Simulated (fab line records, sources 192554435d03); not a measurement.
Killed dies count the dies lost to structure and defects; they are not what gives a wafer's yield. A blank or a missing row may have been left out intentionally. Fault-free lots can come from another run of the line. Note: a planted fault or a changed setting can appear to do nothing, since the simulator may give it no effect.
A lot that was struck, set against a sound lot | flow n5Finfet | 17 steps out of a route of 1938
Sound: these wafers, L203.2, L203.3, L203.6. Struck: wafer L207.6. (L207.4, L207.5 of the same lot were not struck and are left out.) The cause comes at the end.
Per side, at each step with rows, come the tool, then ch with its chambers, and then its first start. Under that, the readings that differ: sound wafers | struck wafers | difference of the means | sigmas: that difference in standard deviations of wafers without a fault.
alike: a reading whose means differ by less than 2 such deviations, as well as words and numbers matching on both sides. not compared: withheld readings; readings where some wafer has no value; bounds like >300 that might hide an equal value; numbers whose values overlap and for which the record gives no deviation.
Wherever a step has rows on one side only, a row that says differs or no value, or a row with sigmas, the two part there. Numbers that have no deviation but don't overlap get no sigmas and don't part them. Lack of a reading on every wafer of one side parts them only where that side has two or more wafers.

N5_SDB_OVL_MEAS_12:
  sound on overlay-01 ch 0, day 6 08:47; struck on overlay-02 ch 0, day 7 06:32
  alike: SDB_OVL
N5_SDB_INSPECT_13: inspects for defects (brightfield).
  sound: defectInspect-01 at day 6 08:49; struck: defectInspect-01 at day 7 06:34
  alike: rawDefectCount
N5_SDB_DESCUM_16: chemistry O2, time 7.9 s.
  sound on rieDiel-06 ch 0,3, day 6 09:12; struck on rieDiel-03 ch 0, day 7 06:36
  alike: drypumpMotorCurrentA, oesProductAu, rfVppV, showerheadPlenumPTorr, throttleValvePct
  not compared: rfHoursCounterH
N5_SDB_ETCH_17: etches SiARC in CF4, target depth 23.4 nm, time 39 s.
  sound on rieDiel-06 ch 0,3, day 6 09:14; struck on rieDiel-03 ch 0, day 7 06:38
  alike: drypumpMotorCurrentA, etchRfOnTimeS, oesProductAu, rfVppV, showerheadPlenumPTorr, throttleValvePct
  not compared: rfHoursCounterH
N5_SDB_ETCH_18: etches SOC in N2/H2, target depth 100 nm, overetch 20 nm, time 150 s.
  sound on rieDiel-06 ch 0,3, day 6 09:16; struck on rieDiel-03 ch 0, day 7 06:40
  alike: drypumpMotorCurrentA, oesProductAu, rfVppV, showerheadPlenumPTorr, throttleValvePct
  not compared: rfHoursCounterH
then, 2 steps without rows for these wafers: N5_SDB_STRIP_19 (strips in N2/H2); N5_SDB_STRIP_21 (strips in CF4).
N5_SDB_HM_OPEN_20: chemistry CH3F/O2, target SiNx, stops on poly-Si, target depth 24 nm.
  sound on rieDiel-06 ch 0,3, day 6 09:26; struck on rieDiel-03 ch 0, day 7 06:50
  alike: O2_flow_sccm, drypumpMotorCurrentA, oes_f_703_au, oesProductAu, rfVppV, showerheadPlenumPTorr, throttleValvePct
  not compared: rfHoursCounterH
then, 3 steps without rows for these wafers: N5_SDB_STRIP_22 (strips in N2/H2); N5_SDB_PRECLEAN_23 (cleans in dHF, time 30 s); N5_SDB_DUMMY_REMOVE_24 (chemistry TMAH, target poly-Si, stops on SiO2, target depth 142 nm, time 57 s, rinse time 30 s).
N5_SDB_ETCH_25: etches SiO2 in C4F6/O2, target depth 10 nm, time 3.3 s.
  sound on rieDiel-03 ch 0,1, day 6 10:01; struck on rieDiel-06 ch 2, day 7 07:23
reading                  | sound             | struck | difference | sigmas
drypumpMotorCurrentA (A) | 5.8 6.0 5.8       | 6.8    | +0.9       | +2
throttleValvePct (%)     | 20.85 21.46 20.85 | 21.67  | +0.62      | +2
  alike: O2_flow_sccm, oes_f_703_au, oesProductAu, rfVppV, showerheadPlenumPTorr
  not compared: rfHoursCounterH
N5_SDB_CUT_ETCH_26: etches Si in HBr/Cl2/O2, target depth 129.6 nm, bt time 20 s, time 51.8 s.
  sound on rieSi-02 ch 0,2,3, day 6 10:07; struck on rieSi-02 ch 3, day 7 07:29
reading                                | sound             | struck | difference | sigmas
model.SDB.featureDepthNm (nm)          | 128.6 128.6 129.6 | 86     | -43        | 
model.etch.depthNm (nm)                | 128.6 128.7 129.6 | 86     | -43        | 
model.SiNx_of_SDB_HM_DEP_00.thkNm (nm) | 22.6 22.2 23      | 27.6   | +5.0       | 
  alike: O2_flow_sccm, drypumpMotorCurrentA, oesProductAu, throttleValvePct
  not compared: rfHoursCounterH
N5_SDB_PRECLEAN_38: cleans in dHF, time 10 s.
  sound on wetBench-06 ch 1,2,4, day 6 10:13; struck on wetBench-01 ch 3, day 7 07:35
reading                                | sound        | struck | difference | sigmas
model.SiNx_of_SDB_HM_DEP_00.thkNm (nm) | 22.6 22.2 23 | 27.4   | +4.8       | 
then, 1 step without rows for these wafers: N5_SDB_PRECLEAN_39 (cleans in O3/DIW, time 45 s).
-- the record jumps here: 5 days lie between the struck wafers' starts before and after (it left off in module SDB and takes up again in module BEOL_M4, whose first step shown is number 1111 of the route) --
N5_BEOL_M4_RC_MEAS_101:
  sound on prober-02 ch 0, day 11 11:22; struck on prober-02 ch 0, day 12 13:22
reading       | sound          | struck | difference | sigmas
SS_N (mV/dec) | 71.5 70.9 70.6 | 71.9   | +0.9       | +2
SS_P (mV/dec) | 73.5 72.8 72.4 | 74.2   | +1.3       | +2
  alike: DIBL_N, DIBL_P, IOFF_N, IOFF_P, ION_N, ION_P, VT_N, VT_P
-- record jumps: 4 days separate the struck wafers' starts on either side; left off in module BEOL_M4, taken up again in module PASSIVATION, whose first shown step is the route's number 1936 --
N5_PASSIVATION_PROBE_49:
  sound: prober-02 at day 15 17:51; struck: prober-02 at day 16 15:55
  alike: defectLimitedYield, killed_at_M0_to_M3, killed_at_M4_up, killedAtContacts, killedAtFrontEnd, killedAtOther, killedDies, killedOpen, killedShort, sort_bin_5_function, sort_bin_6_memory, sortNPass, sortYieldPct

## WHERE THEY PART
Last at N5_BEOL_M4_RC_MEAS_101 as far as this record goes, first at N5_SDB_ETCH_25. Later steps at which nothing parts them and some readings are alike: N5_PASSIVATION_PROBE_49.

WHY: what had been put in by the simulator
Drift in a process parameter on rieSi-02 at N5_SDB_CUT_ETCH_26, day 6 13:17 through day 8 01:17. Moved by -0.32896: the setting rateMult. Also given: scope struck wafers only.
